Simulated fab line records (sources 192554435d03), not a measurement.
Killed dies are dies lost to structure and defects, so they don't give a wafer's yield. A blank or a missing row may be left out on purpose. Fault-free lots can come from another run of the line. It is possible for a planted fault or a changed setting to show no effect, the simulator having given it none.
Lot-split experiment	flow n5-finfet	21 wafers read from 7 lots, route of 1938 steps

## ON THE SPLIT
At N5_BEOL_M4_TRENCH_ETCH_37 (etches SiOC in C4F6/O2, target depth 55.555 nm, time 29.2 s), the setting time-s was moved away from the recipe's 29.2 s on 8 of the 21 wafers read, by -9.3% to +18.4%. For the rest of the wafers, this setting stayed at what the recipe calls for.

## FROM THE SPLIT TO THE READING: what the file shows between them, 2 steps
- N5_BEOL_M4_ETCH_41: etches SiCN in CH3F/O2, target depth 29.9 nm, time 52.5 s
- N5_BEOL_M4_STRIP_97: strips in N2/H2, time 10 s

## THE READING
trench-depth-nm, in nm, at N5_BEOL_M4_OCD_MEAS_38. Typical for fault-free wafers on this fab line: 55.8 nm, with standard deviation 0.8 nm.

wafer	tool, chamber at the split	time-s as run, s	against the recipe	trench-depth-nm, nm	against lot-mates on the recipe
L074.2	rie-diel-04, 3	32.09	+9.9%	63.2	+7.4
L074.3	rie-diel-04, 2	29.2	recipe	55.8	-
L074.6	rie-diel-04, 2	32.09	+9.9%	61.6	+5.8
L078.4	rie-diel-05, 2	29.2	recipe	56.4	-
L078.5	rie-diel-05, 2	29.2	recipe	56.3	-
L078.6	rie-diel-05, 3	29.2	recipe	54.6	-
L080.1	rie-diel-06, 0	29.2	recipe	54.8	-
L080.5	rie-diel-06, 0	31.65	+8.4%	59.3	+4.0
L080.6	rie-diel-06, 1	29.2	recipe	55.8	-
L081.3	rie-diel-05, 2	26.47	-9.3%	50.7	-4.2
L081.4	rie-diel-05, 1	29.2	recipe	55.0	-
L081.5	rie-diel-05, 0	29.2	recipe	54.9	-
L089.2	rie-diel-06, 3	34.58	+18.4%	67.8	+12.1
L089.4	rie-diel-06, 1	34.58	+18.4%	65.0	+9.3
L089.5	rie-diel-06, 1	29.2	recipe	55.7	-
L092.1	rie-diel-05, 3	29.2	recipe	55.7	-
L092.3	rie-diel-05, 0	29.2	recipe	54.6	-
L092.5	rie-diel-05, 3	29.2	recipe	55.7	-
L095.1	rie-diel-06, 1	32.56	+11.5%	62.7	+5.4
L095.2	rie-diel-06, 0	32.56	+11.5%	61.6	+4.3
L095.3	rie-diel-06, 3	29.2	recipe	57.3	-

THE FIT
A straight line over all 21 wafers: trench-depth-nm changes by +0.583 nm for each +1% of time-s; r = +0.98; the points scatter about the line by 0.95 nm.
The same after taking each lot's own level away (the mean of its wafers on the recipe; 21 wafers): +0.543 nm for each +1%; r = +0.97; scatter 0.97 nm.
The reading moves by 10 nm for the largest change in time-s, on that fit.
Measured against the standard deviation above, the lots' own levels, which go from 54.95 to 57.30 nm, span 2.9 times it.
The two slopes are in agreement: the lot-to-lot level therefore moves the slope only a little.
Check: +9.35 nm against its lot-mates is what the line predicts for one of the wafers moved furthest among these (+18.4%) when that wafer is left out of the fit. Against them it came out at +12.1 nm.

## FURTHER SPLITS ON THESE WAFERS
These wafers also went through other splits before the reading. Each is held against what the fit with the lots' levels taken away leaves over:
other split on the same wafers	wafers away from the commonest value	r with trench-depth-nm (lot level and that fit taken away)
N5_BEOL_M1_EXPOSE_25 dose-mj	7	+0.24
N5_BEOL_M2_EXPOSE_08 dose-mj	7	-0.02
N5_BEOL_M3_ETCH_41 target-depth-a	10	-0.03
N5_BEOL_M4_DESCUM_33 time-s	7	-0.25

## THE WHOLE CHAIN: every reading that the file lists as answering this split, in the file's order
step	what it does	reading	change (the file's fit)	r (the file's)
N5_BEOL_M4_TRENCH_ETCH_37	etches SiOC in C4F6/O2, target depth 55.555 nm, time 29.2 s	etch.depth-nm (the simulator's own value, which no gauge read)	+0.554 nm for each +1% of the setting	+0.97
N5_BEOL_M4_TRENCH_ETCH_37	etches SiOC in C4F6/O2, target depth 55.555 nm, time 29.2 s	BEOL_M4.feature-depth-nm (the simulator's own value, which no gauge read)	+0.553 nm for each +1% of the setting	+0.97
N5_BEOL_M4_OCD_MEAS_38		trench-depth-nm	+0.537 nm for each +1% of the setting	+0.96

## THE FILE'S OWN FIT
trench-depth-nm changes by +0.537 nm for each +1% of time-s, r = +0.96.
